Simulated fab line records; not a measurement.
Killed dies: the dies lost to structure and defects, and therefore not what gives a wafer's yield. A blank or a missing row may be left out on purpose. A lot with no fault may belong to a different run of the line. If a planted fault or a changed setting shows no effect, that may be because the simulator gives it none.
Matching of chambers || flow n5Finfet || rieDiel-05 running N5_DUMMY_GATE_STRIP_40: 4 sister chambers
The step strips in CF4. 18 wafers are shown with their chamber, then 9 later ones without.

== WAFERS WITH THEIR CHAMBER ==
{"wafer": "L077.1", "chamber": 0, "drypumpMotorCurrentA (A)": 5.8, "throttleValvePct (%)": 13.46, "showerheadPlenumPTorr (Torr)": 1.91}
{"wafer": "L077.4", "chamber": 1, "drypumpMotorCurrentA (A)": 5.6, "throttleValvePct (%)": 13.66, "showerheadPlenumPTorr (Torr)": 1.92}
{"wafer": "L077.6", "chamber": 2, "drypumpMotorCurrentA (A)": 5.0, "throttleValvePct (%)": 14.07, "showerheadPlenumPTorr (Torr)": 1.71}
{"wafer": "L080.1", "chamber": 3, "drypumpMotorCurrentA (A)": 6.1, "throttleValvePct (%)": 13.18, "showerheadPlenumPTorr (Torr)": 1.77}
{"wafer": "L080.3", "chamber": 2, "drypumpMotorCurrentA (A)": 5.0, "throttleValvePct (%)": 14.11, "showerheadPlenumPTorr (Torr)": 1.70}
{"wafer": "L080.5", "chamber": 0, "drypumpMotorCurrentA (A)": 5.8, "throttleValvePct (%)": 13.48, "showerheadPlenumPTorr (Torr)": 1.91}
{"wafer": "L084.2", "chamber": 3, "drypumpMotorCurrentA (A)": 6.2, "throttleValvePct (%)": 13.21, "showerheadPlenumPTorr (Torr)": 1.77}
{"wafer": "L084.5", "chamber": 2, "drypumpMotorCurrentA (A)": 5.0, "throttleValvePct (%)": 14.08, "showerheadPlenumPTorr (Torr)": 1.70}
{"wafer": "L084.6", "chamber": 1, "drypumpMotorCurrentA (A)": 5.6, "throttleValvePct (%)": 13.70, "showerheadPlenumPTorr (Torr)": 1.91}
{"wafer": "L085.2", "chamber": 0, "drypumpMotorCurrentA (A)": 5.8, "throttleValvePct (%)": 13.47, "showerheadPlenumPTorr (Torr)": 1.91}
{"wafer": "L085.5", "chamber": 0, "drypumpMotorCurrentA (A)": 5.8, "throttleValvePct (%)": 13.49, "showerheadPlenumPTorr (Torr)": 1.91}
{"wafer": "L085.6", "chamber": 1, "drypumpMotorCurrentA (A)": 5.6, "throttleValvePct (%)": 13.68, "showerheadPlenumPTorr (Torr)": 1.91}
{"wafer": "L090.3", "chamber": 0, "drypumpMotorCurrentA (A)": 5.8, "throttleValvePct (%)": 13.51, "showerheadPlenumPTorr (Torr)": 1.91}
{"wafer": "L090.4", "chamber": 3, "drypumpMotorCurrentA (A)": 6.1, "throttleValvePct (%)": 13.23, "showerheadPlenumPTorr (Torr)": 1.77}
{"wafer": "L090.6", "chamber": 2, "drypumpMotorCurrentA (A)": 5.0, "throttleValvePct (%)": 13.54, "showerheadPlenumPTorr (Torr)": 1.91}
{"wafer": "L091.2", "chamber": 0, "drypumpMotorCurrentA (A)": 5.8, "throttleValvePct (%)": 13.51, "showerheadPlenumPTorr (Torr)": 1.91}
{"wafer": "L091.5", "chamber": 1, "drypumpMotorCurrentA (A)": 5.6, "throttleValvePct (%)": 13.72, "showerheadPlenumPTorr (Torr)": 1.91}
{"wafer": "L091.6", "chamber": 0, "drypumpMotorCurrentA (A)": 5.8, "throttleValvePct (%)": 13.53, "showerheadPlenumPTorr (Torr)": 1.91}

SIGNATURES (averages over the wafers above)
{"reading": "drypumpMotorCurrentA", "chamber 0": 5.800, "chamber 1": 5.600, "chamber 2": 5.000, "chamber 3": 6.133, "scatter within a chamber": 0.0218}
{"reading": "throttleValvePct", "chamber 0": 13.4929, "chamber 1": 13.6900, "chamber 2": 13.9500, "chamber 3": 13.2067, "scatter within a chamber": 0.129}
{"reading": "showerheadPlenumPTorr", "chamber 0": 1.9100, "chamber 1": 1.9125, "chamber 2": 1.7550, "chamber 3": 1.7700, "scatter within a chamber": 0.0479}
Rule: for each reading, subtract the chamber's mean from the wafer's reading, divide by that reading's scatter and square the result; add these up over the readings and take the root, which gives the wafer's distance from the chamber. If the next closest chamber is less than 2 further off than the closest, the wafer can't be placed; otherwise it belongs to the closest. The scatter is the square root of a quotient: the sum, over the shown wafers, of each reading's squared deviation from its chamber's mean, divided by wafers minus chambers.

== WAFERS WHOSE CHAMBER IS MISSING ==
{"wafer": "L093.2", "drypumpMotorCurrentA (A)": 5.8, "throttleValvePct (%)": 13.52, "showerheadPlenumPTorr (Torr)": 1.91}
{"wafer": "L093.3", "drypumpMotorCurrentA (A)": 5.0, "throttleValvePct (%)": 13.54, "showerheadPlenumPTorr (Torr)": 1.91}
{"wafer": "L093.4", "drypumpMotorCurrentA (A)": 6.2, "throttleValvePct (%)": 13.27, "showerheadPlenumPTorr (Torr)": 1.77}
{"wafer": "L094.3", "drypumpMotorCurrentA (A)": 5.8, "throttleValvePct (%)": 13.53, "showerheadPlenumPTorr (Torr)": 1.91}
{"wafer": "L094.5", "drypumpMotorCurrentA (A)": 5.6, "throttleValvePct (%)": 13.72, "showerheadPlenumPTorr (Torr)": 1.91}
{"wafer": "L094.6", "drypumpMotorCurrentA (A)": 5.8, "throttleValvePct (%)": 13.54, "showerheadPlenumPTorr (Torr)": 1.91}
{"wafer": "L096.1", "drypumpMotorCurrentA (A)": 5.6, "throttleValvePct (%)": 13.76, "showerheadPlenumPTorr (Torr)": 1.91}
{"wafer": "L096.2", "drypumpMotorCurrentA (A)": 6.1, "throttleValvePct (%)": 13.26, "showerheadPlenumPTorr (Torr)": 1.76}
{"wafer": "L096.5", "drypumpMotorCurrentA (A)": 5.8, "throttleValvePct (%)": 13.53, "showerheadPlenumPTorr (Torr)": 1.90}

== WHICH CHAMBER EACH ONE RAN IN ==
{"wafer": "L093.2", "from the rows above": 0, "in truth": 0}
{"wafer": "L093.3", "from the rows above": 2, "in truth": 2}
{"wafer": "L093.4", "from the rows above": 3, "in truth": 3}
{"wafer": "L094.3", "from the rows above": 0, "in truth": 0}
{"wafer": "L094.5", "from the rows above": 1, "in truth": 1}
{"wafer": "L094.6", "from the rows above": 0, "in truth": 0}
{"wafer": "L096.1", "from the rows above": 1, "in truth": 1}
{"wafer": "L096.2", "from the rows above": 3, "in truth": 3}
{"wafer": "L096.5", "from the rows above": 0, "in truth": 0}
9 of 9 placed correctly. Can't be placed from these rows: 0. 0 placed wrongly.
